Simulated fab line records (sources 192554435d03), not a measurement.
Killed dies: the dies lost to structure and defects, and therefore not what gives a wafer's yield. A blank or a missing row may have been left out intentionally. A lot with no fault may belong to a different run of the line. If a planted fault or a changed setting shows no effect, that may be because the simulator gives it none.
fab line records | flow n5-finfet | part 1 of 2: steps 1 to 4 of 6
record: lots: 20 | wafers: 60 | last-day: 17
route steps=1938 shown BEOL_M12@1636 BEOL_M13@1679
lots that met no fault: from a run of the same line without faults
start-h: start of the lot's first displayed wafer, in hours after the record's first day | wait-h: hours elapsed since this lot's preceding step | " as in the row above | L1.1+2: a row that stands for several wafers | - no value present, or no start provided | * or withheld: withheld | < > ~ a bound
route shown NAME@n: a module of which the file shows steps, and the number in the route of the first | usual: mean/standard deviation of fault-free wafers | same: alike in all rows | chamber/n: place in a boat | sites: the reading at each site | _std_site: their standard deviation | _edge_site: inner sites' mean taken away from outer sites' mean | radius-mm: how far each site lies from the wafer's centre | mask NAME#n: copy n | behind: the most recent tool/chamber to have shaped the wafer | hold: why the lot went on hold/how many hours it stayed there/how the hold came to an end | device: whichever transistor did not switch (one of n, p or np) | end of line: the tests these same wafers got at the end of their route | a step with no rows: only its recipe | killed: dies lost to structure and defects at the first sort, not the wafer's yield | map: per-die view of a wafer (x killed, . not killed, _ where there is no die)
set.NAME: the run value of the setting; set.NAME@STEP: its run value at that earlier step | model.NAME: the simulator's own value behind a step, which no gauge read
one table for each step of the route and one row for each wafer, over a sample of lots
services: a tool's chamber out of use, with start hour (start-h, from the record's first day; less than 0 if before it), hours out, and reason
== steps ==
step: N5_BEOL_M12_ETCH_67
recipe: chemistry: CF4 | target: SiARC | target-depth-a: 1430 | time-s: 238.3 | ion-energy-ev: 80 | pressure-mtorr: 40 | source-w: 545 | bias-w: 36 | Ar_flow_sccm: 100 | cf4-flow-sccm: 100 | ends: cleared
usual: bias-w: 36.00/0.11 | drypump-motor-current-A: 6.0/0.53 | etch-rf-on-time-s: 240/3.1 | oes-product-au: 0.69/0.071 | rf-fwd-power-W: 543.1/1.7 | rf-vpp-V: 184.3/1 | showerhead-plenum-p-Torr: 2.16/0.061 | throttle-valve-pct: 15.6/0.31
lot.wafer | tool        | chamber | start-h | wait-h | bias-w | drypump-motor-current-A | etch-rf-on-time-s | oes-product-au | rf-fwd-power-W | rf-hours-counter-h | rf-vpp-V | showerhead-plenum-p-Torr | throttle-valve-pct
L074.3    | rie-diel-05 | 0       | 220.34  | 0.0    | 36.14  | 5.6                     | 246               | 0.68           | 541.8          | 103                | 184.2    | 2.07                     | 15.5
L074.4    | "           | 3       | "       | "      | 36.34  | 5.6                     | 243               | 0.64           | 546.3          | 147                | 185.6    | 2.23                     | 15.8
L074.5    | "           | 3       | "       | "      | 36.28  | 5.6                     | 243               | 0.65           | 544.7          | -                  | 184.6    | 2.23                     | 15.8
L075.2    | rie-diel-01 | 3       | 239.21  | 0.0    | 36.03  | 5.1                     | 241               | 0.61           | 544.3          | 234                | 183.2    | 2.03                     | 15.7
L075.3    | "           | 2       | "       | "      | 35.93  | 6.6                     | 243               | 0.59           | 546.2          | 217                | 183.1    | 2.13                     | 15.7
L075.5    | "           | 2       | "       | "      | 36.09  | 6.6                     | 243               | 0.59           | 544.6          | -                  | 183.9    | 2.13                     | 15.7
L077.2    | rie-diel-01 | 3       | 240.64  | 0.0    | 35.80  | 5.1                     | 241               | 0.60           | 543.0          | 235                | 183.5    | 2.03                     | 15.7
L077.4    | "           | 1       | "       | "      | 36.03  | 6.6                     | 238               | 0.72           | 546.6          | -                  | 184.4    | 2.17                     | 15.9
L077.5    | "           | 3       | "       | "      | 35.92  | 5.1                     | 241               | 0.61           | 544.4          | -                  | 182.7    | 2.03                     | 15.7
L076.2    | rie-diel-01 | 1       | 242.42  | 0.0    | 36.01  | 6.6                     | 241               | 0.72           | 541.3          | 79                 | 186.7    | 2.17                     | 15.9
L076.4    | "           | 3       | "       | "      | 36.10  | 5.1                     | 241               | 0.60           | 542.8          | -                  | 184.0    | 2.03                     | 15.7
L076.6    | "           | 0       | "       | "      | 35.81  | 5.5                     | 240               | 0.72           | 544.9          | -                  | 183.4    | 2.17                     | 15.9
L079.1    | rie-diel-01 | 0       | 257.07  | 0.0    | 36.08  | 5.5                     | 241               | 0.72           | 543.7          | 79                 | 183.9    | 2.17                     | 15.9
L079.2    | "           | 1       | "       | "      | 36.11  | 6.6                     | 242               | 0.72           | 542.0          | 86                 | 184.3    | 2.17                     | 15.9
L079.6    | "           | 1       | "       | "      | 36.10  | 6.6                     | 241               | 0.71           | 543.5          | -                  | 185.5    | 2.17                     | 15.9
L080.1    | rie-diel-01 | 1       | 264.67  | 0.0    | 35.98  | 6.6                     | 240               | 0.71           | 541.6          | 89                 | 183.3    | 2.17                     | 15.9
L080.2    | "           | 0       | "       | "      | 35.83  | 5.4                     | 238               | 0.72           | 546.0          | 82                 | 184.3    | 2.17                     | 15.9
L080.5    | "           | 1       | "       | "      | 35.82  | 6.6                     | 240               | 0.71           | 542.4          | -                  | 183.7    | 2.17                     | 15.9
L081.2    | rie-diel-04 | 0       | 275.01  | 0.0    | 35.89  | 6.6                     | 233               | 0.83           | 541.7          | 7                  | 184.9    | 2.27                     | 15.1
L081.3    | "           | 3       | "       | "      | 35.90  | 5.7                     | 242               | 0.59           | 544.5          | 234                | 185.5    | 2.20                     | 15.5
L081.4    | "           | 3       | "       | "      | 35.82  | 5.7                     | 241               | 0.60           | 543.1          | -                  | 186.2    | 2.20                     | 15.5
L083.2    | rie-diel-05 | 2       | 278.52  | 0.0    | 36.01  | 6.6                     | 241               | 0.63           | 544.1          | 189                | 183.7    | 2.13                     | 15.7
L083.3    | "           | 3       | "       | "      | 36.11  | 5.6                     | 240               | 0.64           | 544.9          | 165                | 184.5    | 2.23                     | 15.8
L083.6    | "           | 2       | "       | "      | 36.09  | 6.6                     | 241               | 0.64           | 545.0          | -                  | 185.0    | 2.13                     | 15.7
L085.1    | rie-diel-04 | 1       | 291.15  | 0.0    | 35.85  | 5.7                     | 238               | 0.63           | 542.3          | 175                | 183.5    | 2.13                     | 15.9
L085.4    | "           | 2       | "       | "      | 36.16  | 5.7                     | 237               | 0.73           | 544.5          | 38                 | 185.0    | 2.18                     | 15.2
L085.5    | "           | 2       | "       | "      | 35.86  | 5.7                     | 236               | 0.73           | 545.2          | -                  | 185.2    | 2.18                     | 15.2
L084.2    | rie-diel-05 | 1       | 291.70  | 0.0    | 36.05  | 6.3                     | 240               | 0.76           | 542.1          | 39                 | 185.6    | 2.19                     | 15.3
L084.3    | "           | 3       | "       | "      | 36.10  | 5.5                     | 241               | 0.64           | 546.0          | 169                | 185.6    | 2.23                     | 15.8
L084.6    | "           | 1       | "       | "      | 35.97  | 6.3                     | 240               | 0.75           | 543.6          | -                  | 184.6    | 2.19                     | 15.3
L087.3    | rie-diel-01 | 1       | 304.85  | 0.0    | 36.03  | 6.6                     | 235               | 0.70           | 542.1          | 103                | 183.0    | 2.16                     | 15.9
L087.4    | "           | 1       | "       | "      | 35.93  | 6.6                     | 236               | 0.70           | 543.5          | -                  | 183.4    | 2.16                     | 15.9
L087.6    | "           | 2       | "       | "      | 36.05  | 6.6                     | 239               | 0.59           | 544.2          | -                  | 183.7    | 2.12                     | 15.8
L089.1    | rie-diel-04 | 1       | 312.10  | 0.0    | 36.01  | 5.7                     | 238               | 0.62           | 542.7          | 184                | 183.7    | 2.13                     | 15.9
L089.2    | "           | 2       | "       | "      | 35.92  | 5.7                     | 235               | 0.72           | 544.9          | 45                 | 185.6    | 2.18                     | 15.2
L089.4    | "           | 3       | "       | "      | 36.03  | 5.6                     | 243               | 0.59           | 541.6          | 248                | 183.3    | 2.19                     | 15.5
L090.2    | rie-diel-01 | 0       | 312.52  | 0.0    | 35.89  | 5.5                     | 237               | 0.71           | 542.2          | 101                | 183.6    | 2.16                     | 15.9
L090.3    | "           | 2       | "       | "      | 35.93  | 6.6                     | 241               | 0.57           | 545.8          | 244                | 184.2    | 2.12                     | 15.8
L090.5    | "           | 1       | "       | "      | 36.04  | 6.6                     | 237               | 0.70           | 540.9          | -                  | 183.7    | 2.16                     | 16.0
L091.1    | rie-diel-04 | 0       | 333.68  | 0.0    | 36.05  | 6.6                     | 235               | 0.78           | 542.6          | 31                 | 186.0    | 2.27                     | 15.1
L091.3    | "           | 2       | "       | "      | 36.16  | 5.7                     | 238               | 0.70           | 546.2          | 54                 | 184.6    | 2.18                     | 15.2
L091.6    | "           | 2       | "       | "      | 35.90  | 5.7                     | 237               | 0.70           | 543.4          | -                  | 184.9    | 2.18                     | 15.2
L092.3    | rie-diel-01 | 1       | 337.45  | 0.0    | 36.05  | 6.6                     | 239               | 0.69           | 544.3          | 115                | 184.3    | 2.16                     | 16.0
L092.5    | "           | 3       | "       | "      | 36.09  | 5.1                     | 235               | 0.81           | 543.0          | -                  | 183.5    | 2.27                     | 15.3
L092.6    | "           | 1       | "       | "      | 36.02  | 6.6                     | 237               | 0.69           | 542.3          | -                  | 182.7    | 2.16                     | 16.0
L094.1    | rie-diel-04 | 0       | 340.52  | 0.0    | 35.96  | 6.6                     | 237               | 0.77           | 542.5          | 34                 | 186.8    | 2.27                     | 15.1
L094.5    | "           | 3       | "       | "      | 36.03  | 5.6                     | 234               | 0.83           | 543.3          | -                  | 184.6    | 2.19                     | 15.1
L094.6    | "           | 2       | "       | "      | 36.02  | 5.7                     | 239               | 0.70           | 539.6          | -                  | 183.7    | 2.18                     | 15.2
L093.2    | rie-diel-04 | 0       | 346.03  | 0.0    | 35.95  | 6.6                     | 236               | 0.76           | 539.4          | 36                 | 184.7    | 2.26                     | 15.1
L093.4    | "           | 2       | "       | "      | 36.27  | 5.8                     | 240               | 0.70           | 541.1          | 59                 | 183.3    | 2.18                     | 15.2
L093.6    | "           | 3       | "       | "      | 35.78  | 5.7                     | 237               | 0.81           | 542.3          | -                  | 183.9    | 2.19                     | 15.1
L095.2    | rie-diel-05 | 0       | 349.49  | 0.0    | 36.15  | 5.6                     | 247               | 0.65           | 544.3          | 145                | 182.6    | 2.06                     | 15.6
L095.4    | "           | 1       | "       | "      | 35.99  | 6.3                     | 244               | 0.72           | 541.7          | 59                 | 185.2    | 2.18                     | 15.4
L095.6    | "           | 1       | "       | "      | 36.11  | 6.3                     | 243               | 0.73           | 542.0          | -                  | 184.2    | 2.18                     | 15.4
L096.1    | rie-diel-05 | 0       | 354.92  | 0.0    | 36.07  | 5.6                     | 242               | 0.65           | 543.4          | 147                | 183.9    | 2.06                     | 15.6
L096.2    | "           | 1       | "       | "      | 35.98  | 6.2                     | 241               | 0.72           | 545.4          | 62                 | 182.9    | 2.18                     | 15.4
L096.6    | "           | 2       | "       | "      | 35.99  | 6.6                     | 241               | 0.61           | 543.3          | -                  | 183.9    | 2.12                     | 15.8
L097.2    | rie-diel-04 | 3       | 374.69  | 0.0    | 36.06  | 5.6                     | 238               | 0.78           | 542.4          | 14                 | 185.5    | 2.19                     | 15.1
L097.3    | "           | 2       | "       | "      | 35.88  | 5.8                     | 239               | 0.69           | 544.8          | 68                 | 184.5    | 2.17                     | 15.2
L097.5    | "           | 1       | "       | "      | 35.91  | 5.7                     | 240               | 0.61           | 542.3          | -                  | 183.1    | 2.12                     | 16.0
step: N5_BEOL_M12_TRENCH_ETCH_34
recipe: chemistry: C4F8/O2/Ar | target: SiOC | target-depth-a: 3189.5 | mask-material: SOC | pressure-mtorr: 30 | source-w: 3000 | bias-w: 700 | Ar_flow_sccm: 400 | C4F8_flow_sccm: 15 | O2_flow_sccm: 8 | he-inner-torr: 15 | he-outer-torr: 30 | time-s: 125.5 | ion-energy-ev: 250
usual: bias-w: 700.3/2.1 | drypump-motor-current-A: 6.0/0.53 | he-inner-torr: 14.999/0.03 | oes-product-au: 0.81/0.085 | rf-fwd-power-W: 2987/10 | rf-vpp-V: 666.2/2.8 | showerhead-plenum-p-Torr: 3.45/0.096 | throttle-valve-pct: 24.2/0.35
lot.wafer | tool        | chamber | start-h | wait-h | bias-w | drypump-motor-current-A | he-inner-torr | oes-product-au | rf-fwd-power-W | rf-hours-counter-h | rf-vpp-V | showerhead-plenum-p-Torr | throttle-valve-pct
L074.3    | rie-diel-05 | 0       | 220.67  | 0.0    | 699.6  | 5.6                     | 14.990        | 0.80           | 2975           | 103                | 661.8    | 3.31                     | 24.0
L074.4    | "           | 3       | "       | "      | 702.4  | 5.6                     | 15.009        | 0.76           | 2993           | 147                | 669.8    | 3.57                     | 24.3
L074.5    | "           | 3       | "       | "      | 702.6  | 5.6                     | 14.957        | 0.76           | 2991           | -                  | 669.5    | 3.57                     | 24.4
L075.2    | rie-diel-01 | 3       | 239.53  | 0.0    | 698.6  | 5.1                     | 14.987        | 0.71           | 3000           | 234                | 660.0    | 3.25                     | 24.2
L075.3    | "           | 2       | "       | "      | 701.9  | 6.6                     | 15.052        | 0.69           | 2995           | 217                | 663.6    | 3.39                     | 24.2
L075.5    | "           | 2       | "       | "      | 698.6  | 6.6                     | 15.022        | 0.70           | 2989           | -                  | 663.9    | 3.39                     | 24.2
L077.2    | rie-diel-01 | 3       | 240.97  | 0.0    | 700.2  | 5.1                     | 15.018        | 0.70           | 2986           | 235                | 659.8    | 3.25                     | 24.2
L077.4    | "           | 1       | "       | "      | 697.9  | 6.6                     | 15.041        | 0.84           | 2982           | -                  | 666.4    | 3.47                     | 24.7
L077.5    | "           | 3       | "       | "      | 700.4  | 5.1                     | 15.018        | 0.70           | 2984           | -                  | 660.9    | 3.25                     | 24.2
L076.2    | rie-diel-01 | 1       | 242.75  | 0.0    | 699.2  | 6.6                     | 14.973        | 0.84           | 2991           | 80                 | 665.9    | 3.47                     | 24.7
L076.4    | "           | 3       | "       | "      | 699.0  | 5.1                     | 15.051        | 0.71           | 2987           | -                  | 659.0    | 3.25                     | 24.2
L076.6    | "           | 0       | "       | "      | 700.1  | 5.5                     | 15.031        | 0.85           | 3002           | -                  | 666.4    | 3.46                     | 24.6
L079.1    | rie-diel-01 | 0       | 257.39  | 0.0    | 694.6  | 5.5                     | 15.017        | 0.85           | 2993           | 79                 | 665.5    | 3.46                     | 24.6
L079.2    | "           | 1       | "       | "      | 697.2  | 6.7                     | 14.983        | 0.83           | 2977           | 87                 | 666.0    | 3.46                     | 24.7
L079.6    | "           | 1       | "       | "      | 698.6  | 6.6                     | 15.012        | 0.84           | 2989           | -                  | 664.7    | 3.46                     | 24.7
L080.1    | rie-diel-01 | 1       | 264.99  | 0.0    | 699.9  | 6.6                     | 14.964        | 0.83           | 3005           | 89                 | 666.1    | 3.46                     | 24.7
L080.2    | "           | 0       | "       | "      | 699.4  | 5.5                     | 14.983        | 0.85           | 3004           | 82                 | 667.5    | 3.46                     | 24.6
L080.5    | "           | 1       | "       | "      | 699.6  | 6.6                     | 15.050        | 0.83           | 2984           | -                  | 665.7    | 3.46                     | 24.7
L081.2    | rie-diel-04 | 0       | 275.34  | 0.0    | 702.9  | 6.7                     | 14.981        | 0.97           | 2990           | 8                  | 670.9    | 3.62                     | 23.6
L081.3    | "           | 3       | "       | "      | 703.5  | 5.7                     | 15.013        | 0.69           | 2999           | 234                | 667.5    | 3.52                     | 24.0
L081.4    | "           | 3       | "       | "      | 700.4  | 5.7                     | 15.020        | 0.69           | 3008           | -                  | 667.6    | 3.52                     | 24.0
L083.2    | rie-diel-05 | 2       | 278.85  | 0.0    | 701.7  | 6.6                     | 15.027        | 0.74           | 2976           | 189                | 665.0    | 3.40                     | 24.2
L083.3    | "           | 3       | "       | "      | 699.9  | 5.6                     | 14.962        | 0.75           | 2986           | 165                | 668.2    | 3.56                     | 24.4
L083.6    | "           | 2       | "       | "      | 703.0  | 6.6                     | 14.991        | 0.73           | 2968           | -                  | 664.1    | 3.40                     | 24.2
L085.1    | rie-diel-04 | 1       | 291.48  | 0.0    | 701.5  | 5.8                     | 15.007        | 0.74           | 2987           | 175                | 664.7    | 3.39                     | 24.5
L085.4    | "           | 2       | "       | "      | 697.5  | 5.7                     | 14.953        | 0.87           | 3010           | 38                 | 668.1    | 3.48                     | 23.7
L085.5    | "           | 2       | "       | "      | 699.4  | 5.8                     | 14.984        | 0.87           | 2993           | -                  | 667.5    | 3.48                     | 23.7
L084.2    | rie-diel-05 | 1       | 292.02  | 0.0    | 699.0  | 6.3                     | 15.007        | 0.88           | 3004           | 39                 | 665.8    | 3.49                     | 24.0
L084.3    | "           | 3       | "       | "      | 698.2  | 5.6                     | 14.993        | 0.75           | 2994           | 170                | 669.5    | 3.56                     | 24.4
L084.6    | "           | 1       | "       | "      | 698.8  | 6.3                     | 14.996        | 0.88           | 3000           | -                  | 667.4    | 3.49                     | 23.9
L087.3    | rie-diel-01 | 1       | 305.18  | 0.0    | 700.2  | 6.6                     | 15.039        | 0.82           | 2980           | 103                | 666.3    | 3.46                     | 24.7
L087.4    | "           | 1       | "       | "      | 698.7  | 6.6                     | 15.051        | 0.83           | 2978           | -                  | 666.2    | 3.46                     | 24.7
L087.6    | "           | 2       | "       | "      | 701.3  | 6.6                     | 15.008        | 0.68           | 3000           | -                  | 664.0    | 3.38                     | 24.2
L089.1    | rie-diel-04 | 1       | 312.43  | 0.0    | 700.1  | 5.7                     | 15.024        | 0.73           | 2978           | 184                | 666.4    | 3.39                     | 24.5
L089.2    | "           | 2       | "       | "      | 697.7  | 5.7                     | 14.986        | 0.84           | 2994           | 45                 | 668.4    | 3.47                     | 23.7
L089.4    | "           | 3       | "       | "      | 699.0  | 5.6                     | 14.962        | 0.68           | 2994           | 248                | 668.2    | 3.51                     | 24.1
L090.2    | rie-diel-01 | 0       | 312.85  | 0.0    | 695.0  | 5.5                     | 14.970        | 0.82           | 2990           | 101                | 665.7    | 3.45                     | 24.6
L090.3    | "           | 2       | "       | "      | 701.4  | 6.6                     | 14.957        | 0.67           | 2979           | 244                | 664.5    | 3.37                     | 24.2
L090.5    | "           | 1       | "       | "      | 699.3  | 6.6                     | 14.986        | 0.81           | 2990           | -                  | 667.6    | 3.45                     | 24.7
L091.1    | rie-diel-04 | 0       | 334.01  | 0.0    | 700.0  | 6.7                     | 15.023        | 0.90           | 2983           | 32                 | 671.3    | 3.60                     | 23.6
L091.3    | "           | 2       | "       | "      | 699.7  | 5.8                     | 14.936        | 0.82           | 3004           | 54                 | 667.4    | 3.47                     | 23.8
L091.6    | "           | 2       | "       | "      | 701.6  | 5.7                     | 14.973        | 0.82           | 3003           | -                  | 666.6    | 3.47                     | 23.7
L092.3    | rie-diel-01 | 1       | 337.78  | 0.0    | 703.3  | 6.6                     | 14.997        | 0.81           | 2982           | 115                | 664.9    | 3.45                     | 24.7
L092.5    | "           | 3       | "       | "      | 700.4  | 5.1                     | 14.924        | 0.93           | 2979           | -                  | 670.9    | 3.64                     | 23.9
L092.6    | "           | 1       | "       | "      | 701.7  | 6.6                     | 14.993        | 0.81           | 2970           | -                  | 667.5    | 3.45                     | 24.7
L094.1    | rie-diel-04 | 0       | 340.85  | 0.0    | 698.6  | 6.7                     | 14.985        | 0.91           | 2968           | 34                 | 670.1    | 3.60                     | 23.6
L094.5    | "           | 3       | "       | "      | 703.8  | 5.7                     | 15.055        | 0.96           | 2991           | -                  | 666.6    | 3.51                     | 23.8
L094.6    | "           | 2       | "       | "      | 700.8  | 5.7                     | 15.019        | 0.82           | 2984           | -                  | 666.5    | 3.46                     | 23.7
L093.2    | rie-diel-04 | 0       | 346.36  | 0.0    | 700.1  | 6.6                     | 14.971        | 0.90           | 2977           | 36                 | 671.6    | 3.60                     | 23.6
L093.4    | "           | 2       | "       | "      | 699.9  | 5.7                     | 14.966        | 0.83           | 2975           | 59                 | 666.4    | 3.46                     | 23.8
L093.6    | "           | 3       | "       | "      | 703.0  | 5.7                     | 14.997        | 0.96           | 2998           | -                  | 667.1    | 3.51                     | 23.8
L095.2    | rie-diel-05 | 0       | 349.81  | 0.0    | 702.9  | 5.6                     | 14.989        | 0.77           | 2986           | 145                | 662.7    | 3.29                     | 24.1
L095.4    | "           | 1       | "       | "      | 700.9  | 6.3                     | 15.036        | 0.86           | 2991           | 59                 | 667.3    | 3.48                     | 24.0
L095.6    | "           | 1       | "       | "      | 700.3  | 6.3                     | 15.042        | 0.85           | 2973           | -                  | 666.0    | 3.48                     | 24.0
L096.1    | rie-diel-05 | 0       | 355.24  | 0.0    | 697.3  | 5.6                     | 15.014        | 0.77           | 2975           | 148                | 662.0    | 3.29                     | 24.1
L096.2    | "           | 1       | "       | "      | 697.8  | 6.3                     | 14.941        | 0.85           | 2998           | 62                 | 667.9    | 3.47                     | 24.0
L096.6    | "           | 2       | "       | "      | 699.0  | 6.6                     | 14.954        | 0.71           | 2996           | -                  | 664.9    | 3.39                     | 24.2
L097.2    | rie-diel-04 | 3       | 375.02  | 0.0    | 699.1  | 5.7                     | 15.014        | 0.91           | 2971           | 14                 | 668.5    | 3.51                     | 23.8
L097.3    | "           | 2       | "       | "      | 701.5  | 5.8                     | 15.010        | 0.81           | 2978           | 69                 | 666.6    | 3.46                     | 23.8
L097.5    | "           | 1       | "       | "      | 698.0  | 5.7                     | 15.030        | 0.70           | 2993           | -                  | 664.1    | 3.38                     | 24.5
step: N5_BEOL_M12_SPUTTER_43
recipe: material: TaN | target-thk-a: 150 | temp-c: 50 | bias-v: 168.6 | power-w: 15000 | chamber-pressure-pa: 0.12 | time-s: 24.19
usual: susceptor-temp-C: 50.00/0.13 | throttle-valve-pct: 29.9/1.4
lot.wafer | tool           | chamber | start-h | wait-h | susceptor-temp-C | throttle-valve-pct
L074.3    | pvd-sputter-03 | -       | 223.30  | 0.0    | 49.84            | 31.1
L074.4    | "              | -       | "       | "      | 49.85            | 28.9
L074.5    | "              | -       | "       | "      | 50.10            | 31.2
L075.2    | pvd-sputter-03 | -       | 241.89  | 0.0    | 49.91            | 30.5
L075.3    | "              | -       | "       | "      | 49.98            | 29.0
L075.5    | "              | -       | "       | "      | 49.84            | 31.0
L077.2    | pvd-sputter-01 | -       | 242.60  | 0.0    | 50.15            | 26.5
L077.4    | "              | -       | "       | "      | 50.13            | 30.5
L077.5    | "              | -       | "       | "      | 50.20            | 29.7
L076.2    | pvd-sputter-03 | -       | 245.11  | 0.0    | 49.92            | 31.1
L076.4    | "              | -       | "       | "      | 50.16            | 31.3
L076.6    | "              | -       | "       | "      | 50.04            | 28.9
L079.1    | pvd-sputter-03 | -       | 258.39  | 0.0    | 49.85            | 31.4
L079.2    | "              | -       | "       | "      | 50.03            | 29.0
L079.6    | "              | -       | "       | "      | 50.14            | 30.6
L080.1    | pvd-sputter-03 | -       | 268.34  | 0.0    | 50.23            | 31.1
L080.2    | "              | -       | "       | "      | 49.82            | 30.8
L080.5    | "              | -       | "       | "      | 50.00            | 30.9
L081.2    | pvd-sputter-03 | -       | 275.89  | 0.0    | 50.21            | 29.2
L081.3    | "              | -       | "       | "      | 49.95            | 31.3
L081.4    | "              | -       | "       | "      | 50.17            | 31.1
L083.2    | pvd-sputter-03 | -       | 280.80  | 0.0    | 50.13            | 30.4
L083.3    | "              | -       | "       | "      | 49.91            | 31.2
L083.6    | "              | -       | "       | "      | 50.07            | 30.6
L085.1    | pvd-sputter-03 | -       | 297.45  | 0.0    | 49.84            | 31.0
L085.4    | "              | -       | "       | "      | 50.04            | 29.3
L085.5    | "              | -       | "       | "      | 50.17            | 29.1
L084.2    | pvd-sputter-01 | -       | 297.99  | 0.0    | 49.77            | 26.7
L084.3    | "              | -       | "       | "      | 49.94            | 30.6
L084.6    | "              | -       | "       | "      | 49.84            | 27.9
L087.3    | pvd-sputter-02 | -       | 306.19  | 0.0    | 50.01            | 31.0
L087.4    | "              | -       | "       | "      | 50.10            | 30.6
L087.6    | "              | -       | "       | "      | 49.79            | 29.2
L089.1    | pvd-sputter-03 | -       | 313.35  | 0.0    | 49.78            | 31.0
L089.2    | "              | -       | "       | "      | 50.09            | 29.1
L089.4    | "              | -       | "       | "      | 50.10            | 31.3
L090.2    | pvd-sputter-02 | -       | 313.83  | 0.0    | 49.90            | 30.6
L090.3    | "              | -       | "       | "      | 49.81            | 29.4
L090.5    | "              | -       | "       | "      | 50.26            | 29.3
L091.1    | pvd-sputter-01 | -       | 335.14  | 0.0    | 50.01            | 30.5
L091.3    | "              | -       | "       | "      | 50.22            | 29.7
L091.6    | "              | -       | "       | "      | 50.04            | 30.5
L092.3    | pvd-sputter-02 | -       | 339.04  | 0.0    | 50.07            | 30.9
L092.5    | "              | -       | "       | "      | 49.99            | 30.6
L092.6    | "              | -       | "       | "      | 49.90            | 30.8
L094.1    | pvd-sputter-01 | -       | 342.81  | 0.0    | 50.18            | 26.4
L094.5    | "              | -       | "       | "      | 49.84            | 30.2
L094.6    | "              | -       | "       | "      | 50.04            | 26.7
L093.2    | pvd-sputter-01 | -       | 352.46  | 0.0    | 49.87            | 30.6
L093.4    | "              | -       | "       | "      | 50.00            | 27.0
L093.6    | "              | -       | "       | "      | 50.05            | 29.7
L095.2    | pvd-sputter-01 | -       | 352.98  | 0.0    | 50.13            | 26.7
L095.4    | "              | -       | "       | "      | 49.89            | 29.7
L095.6    | "              | -       | "       | "      | 50.00            | 30.4
L096.1    | pvd-sputter-03 | -       | 356.28  | 0.0    | 49.93            | 31.1
L096.2    | "              | -       | "       | "      | 50.02            | 30.7
L096.6    | "              | -       | "       | "      | 49.89            | 31.2
L097.2    | pvd-sputter-03 | -       | 376.89  | 0.0    | 50.06            | 31.1
L097.3    | "              | -       | "       | "      | 49.88            | 30.6
L097.5    | "              | -       | "       | "      | 49.82            | 29.0
step: N5_BEOL_M13_CD_MEAS_17
recipe: target-cd-nm: 190 | polarity: opening
usual: cd-nm: 190.4/1.4
lot.wafer | tool      | chamber | start-h | wait-h | cd-nm
L074.3    | cd-sem-02 | -       | 225.81  | 0.0    | 191.3
L074.4    | "         | -       | "       | "      | 190.4
L074.5    | "         | -       | "       | "      | 191.7
L075.2    | cd-sem-02 | -       | 244.34  | 0.0    | 190.2
L075.3    | "         | -       | "       | "      | 190.7
L075.5    | "         | -       | "       | "      | 189.7
L077.2    | cd-sem-01 | -       | 245.00  | 0.0    | 188.8
L077.4    | "         | -       | "       | "      | 189.7
L077.5    | "         | -       | "       | "      | 190.2
L076.2    | cd-sem-01 | -       | 247.60  | 0.0    | 191.3
L076.4    | "         | -       | "       | "      | 190.4
L076.6    | "         | -       | "       | "      | 190.2
L079.1    | cd-sem-02 | -       | 260.86  | 0.0    | 192.4
L079.2    | "         | -       | "       | "      | 191.9
L079.6    | "         | -       | "       | "      | 191.6
L080.1    | cd-sem-03 | -       | 270.67  | 0.0    | 190.4
L080.2    | "         | -       | "       | "      | 189.3
L080.5    | "         | -       | "       | "      | 188.9
L081.2    | cd-sem-01 | -       | 278.48  | 0.0    | 188.8
L081.3    | "         | -       | "       | "      | 188.6
L081.4    | "         | -       | "       | "      | 186.9
L083.2    | cd-sem-01 | -       | 283.57  | 0.0    | 188.4
L083.3    | "         | -       | "       | "      | 189.2
L083.6    | "         | -       | "       | "      | 188.9
L085.1    | cd-sem-03 | -       | 299.72  | 0.0    | 189.8
L085.4    | "         | -       | "       | "      | 191.2
L085.5    | "         | -       | "       | "      | 189.1
L084.2    | cd-sem-02 | -       | 300.86  | 0.0    | 188.2
L084.3    | "         | -       | "       | "      | 189.4
L084.6    | "         | -       | "       | "      | 187.8
L087.3    | cd-sem-02 | -       | 308.52  | 0.0    | 189.7
L087.4    | "         | -       | "       | "      | 191.9
L087.6    | "         | -       | "       | "      | 190.9
L089.1    | cd-sem-01 | -       | 315.84  | 0.0    | 191.5
L089.2    | "         | -       | "       | "      | 188.6
L089.4    | "         | -       | "       | "      | 190.3
L090.2    | cd-sem-02 | -       | 316.36  | 0.0    | 188.5
L090.3    | "         | -       | "       | "      | 189.1
L090.5    | "         | -       | "       | "      | 189.7
L091.1    | cd-sem-03 | -       | 338.13  | 0.0    | 191.7
L091.3    | "         | -       | "       | "      | 193.9
L091.6    | "         | -       | "       | "      | 192.3
L092.3    | cd-sem-01 | -       | 341.38  | 0.0    | 190.7
L092.5    | "         | -       | "       | "      | 189.5
L092.6    | "         | -       | "       | "      | 190.5
L094.1    | cd-sem-02 | -       | 345.26  | 0.0    | 191.5
L094.5    | "         | -       | "       | "      | 192.0
L094.6    | "         | -       | "       | "      | 192.9
L093.2    | cd-sem-02 | -       | 355.10  | 0.0    | 193.3
L093.4    | "         | -       | "       | "      | 193.2
L093.6    | "         | -       | "       | "      | 192.1
L095.2    | cd-sem-02 | -       | 355.63  | 0.0    | 191.3
L095.4    | "         | -       | "       | "      | 191.5
L095.6    | "         | -       | "       | "      | 190.1
L096.1    | cd-sem-01 | -       | 358.83  | 0.0    | 191.1
L096.2    | "         | -       | "       | "      | 190.7
L096.6    | "         | -       | "       | "      | 191.1
L097.2    | cd-sem-01 | -       | 379.54  | 0.0    | 193.6
L097.3    | "         | -       | "       | "      | 191.7
L097.5    | "         | -       | "       | "      | 192.5
